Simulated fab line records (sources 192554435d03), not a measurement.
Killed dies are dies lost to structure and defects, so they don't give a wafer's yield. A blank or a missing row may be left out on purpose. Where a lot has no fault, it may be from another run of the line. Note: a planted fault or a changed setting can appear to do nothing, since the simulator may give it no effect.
3 desks, one fault	flow n5_finfet	each desk holds nothing but its own numbers, with what lay behind them at the end

THE DEFECT DESK
Inspection counts along the route, by lot: the mean over sampled wafers that carry a number. A lot is out of limits, marked OUT, if its mean lies more than 4 standard deviations from the usual mean; the brackets give that distance.
Columns: A = raw_defect_count at N5_PASSIVATION_INSPECT_67, usual 2.1
lot	first seen here	A
L136	day 12 19:53	1.7
L135	day 13 08:20	2.0
L139	day 13 20:38	1.7
L138	day 14 04:46	1.0
L142	day 14 05:32	2.0
L141	day 14 06:08	3.3
L143	day 14 18:25	1.7
L144	day 14 19:47	2.0
L146	day 14 22:01	2.5
L145	day 15 04:13	1.7
L148	day 15 20:32	2.3
L147	day 16 05:32	3.7
L149	day 16 11:47	2.3
Result from this desk: across the 13 lots, nothing is out of limits.

TOOL OWNER'S DESK, pecvd-04
The tool's own readings at N5_PASSIVATION_PECVD_35 (deposits SiNx from SiH4/NH3/N2, target thk 700 nm, time 151.3 s): means of the sampled wafers that have a number, for each lot that ran on this tool. A lot is out of limits, marked OUT, if its mean lies more than 4 standard deviations from the usual mean; the brackets give that distance.
Columns: A = heater_power_w at N5_PASSIVATION_PECVD_35, usual 320 W; B = run_length_s at N5_PASSIVATION_PECVD_35, usual 195.5 s; C = showerhead_plenum_p_Torr at N5_PASSIVATION_PECVD_35, usual 8.66 Torr; D = throttle_valve_pct at N5_PASSIVATION_PECVD_35, usual 29.1 %
lot	first seen here	A	B	C	D
L136	day 12 19:24	359	195.7	8.70	32.4
L138	day 14 04:17	342	194.8	8.65	29.7
L146	day 14 21:35	406	195.1	8.66	32.0
L145	day 15 03:34	394	195.6	8.68	32.4
L148	day 15 19:55	359	195.2	8.67	31.7
L147	day 16 04:55	307	182.2 (-18) OUT	8.64	28.8
L149	day 16 11:11	360	169.8 (-36) OUT	8.64	30.5
This desk's finding: out of limits on L147, L149; first on L147, day 16 04:55 (run_length_s at N5_PASSIVATION_PECVD_35). In limits: L136, L138, L146, L145, L148.

METROLOGY DESK
Lot by lot, what the gauges showed, no matter which tool ran the lot: averages of those sampled wafers that carry a number. A lot is out of limits, marked OUT, if its mean lies more than 4 standard deviations from the usual mean; the brackets give that distance.
Columns: A = cd_nm at N5_PASSIVATION_CD_MEAS_10, usual 3002.4 nm; B = PAD_OVL at N5_PASSIVATION_OVL_MEAS_63, usual 3 nm
lot	first seen here	A	B
L136	day 12 15:36	3002.0	2
L135	day 13 04:29	3004.4	-0
L139	day 13 16:53	3003.0	-1
L138	day 14 00:18	3003.0	9
L142	day 14 00:20	3004.7	7
L141	day 14 01:31	3000.8	-9
L143	day 14 14:39	3002.6	4
L144	day 14 15:28	3004.4	6
L146	day 14 18:34	3003.6	3
L145	day 14 22:49	3002.0	4
L148	day 15 16:34	3004.8	2
L147	day 16 01:17	2999.6	4
L149	day 16 06:23	3002.2	5
Result from this desk: across the 13 lots, nothing is out of limits.

BROUGHT TOGETHER
An alarm could have come from the tool owner's desk at day 16 04:55, on L147, L149.
Nothing the defect desk looked at was out of limits.
At the metrology desk, nothing out of limits was observed.
The defect desk has L147, L149 on record, within its limits.
The metrology desk holds a record of L147, L149, inside its limits.
Of the lots named, all ran N5_PASSIVATION_PECVD_35 on pecvd-04.

WHAT WAS PUT IN BY THE SIMULATOR
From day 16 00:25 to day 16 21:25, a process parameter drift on pecvd-04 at N5_PASSIVATION_PECVD_35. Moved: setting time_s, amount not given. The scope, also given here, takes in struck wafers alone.
Lots struck among those shown: L147, L149.
Hours from the fault's start to each desk's first reading out of limits: the tool owner's desk, 4.
